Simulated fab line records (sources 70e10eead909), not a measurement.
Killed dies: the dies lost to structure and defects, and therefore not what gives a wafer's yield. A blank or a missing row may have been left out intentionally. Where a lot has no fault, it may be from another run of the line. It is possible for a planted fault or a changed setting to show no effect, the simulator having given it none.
Chamber matching :: flow nand-harc :: 4 sister chambers for NHARC_A_CHANNEL_FILL_D2_ALD_25 on ald-hk-04
The step deposits SiOx, target thk 60 nm, pulse time 10 s, ald cycles 600. 8 wafers are shown with their chamber, then 7 later ones without.

## WAFERS PAIRED WITH THEIR CHAMBERS
wafer: L084.1
chamber: 2
heater-power-w (W): 415
precursor-pulse-height-rel: 1.021

wafer: L084.6
chamber: 1
heater-power-w (W): 465
precursor-pulse-height-rel: 1.026

wafer: L085.5
chamber: 2
heater-power-w (W): 417
precursor-pulse-height-rel: 0.991

wafer: L091.1
chamber: 3
heater-power-w (W): 488
precursor-pulse-height-rel: 0.981

wafer: L091.4
chamber: 0
heater-power-w (W): 609
precursor-pulse-height-rel: 1.007

wafer: L091.6
chamber: 0
heater-power-w (W): 602
precursor-pulse-height-rel: 1.021

wafer: L092.3
chamber: 1
heater-power-w (W): 479
precursor-pulse-height-rel: 1.032

wafer: L092.4
chamber: 3
heater-power-w (W): 474
precursor-pulse-height-rel: 1.049

## WAFERS WITHOUT THEIR CHAMBER
wafer: L092.6
heater-power-w (W): 480
precursor-pulse-height-rel: 0.956

wafer: L096.2
heater-power-w (W): 426
precursor-pulse-height-rel: 1.009

wafer: L096.4
heater-power-w (W): 618
precursor-pulse-height-rel: 0.992

wafer: L096.6
heater-power-w (W): 424
precursor-pulse-height-rel: 1.008

wafer: L097.4
heater-power-w (W): 424
precursor-pulse-height-rel: 0.995

wafer: L097.5
heater-power-w (W): 466
precursor-pulse-height-rel: 1.000

wafer: L097.6
heater-power-w (W): 426
precursor-pulse-height-rel: 1.022

## EACH ONE'S CHAMBER
wafer: L092.6
from the rows above: can't be placed: 3 or 1
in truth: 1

wafer: L096.2
from the rows above: 2
in truth: 2

wafer: L096.4
from the rows above: 0
in truth: 0

wafer: L096.6
from the rows above: 2
in truth: 2

wafer: L097.4
from the rows above: 2
in truth: 2

wafer: L097.5
from the rows above: can't be placed: 1 or 3
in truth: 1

wafer: L097.6
from the rows above: 2
in truth: 2
Correctly placed: 5 of 7. These rows do not allow placing 2 (true chamber among the candidates in 2). Number placed wrongly: 0.
How it was worked out, from the rows above alone: a wafer's distance from a chamber is the root of the sum, over the readings, of the square of ((its reading less the chamber's mean) divided by the reading's scatter). The wafer belongs to the nearest chamber; if the next one is less than 2 further off, it can't be placed. Each chamber's mean is taken over the wafers shown for it. The scatter: take each reading less its chamber's mean, square it, sum over the shown wafers, divide by the number of wafers less the number of chambers, and take the root.
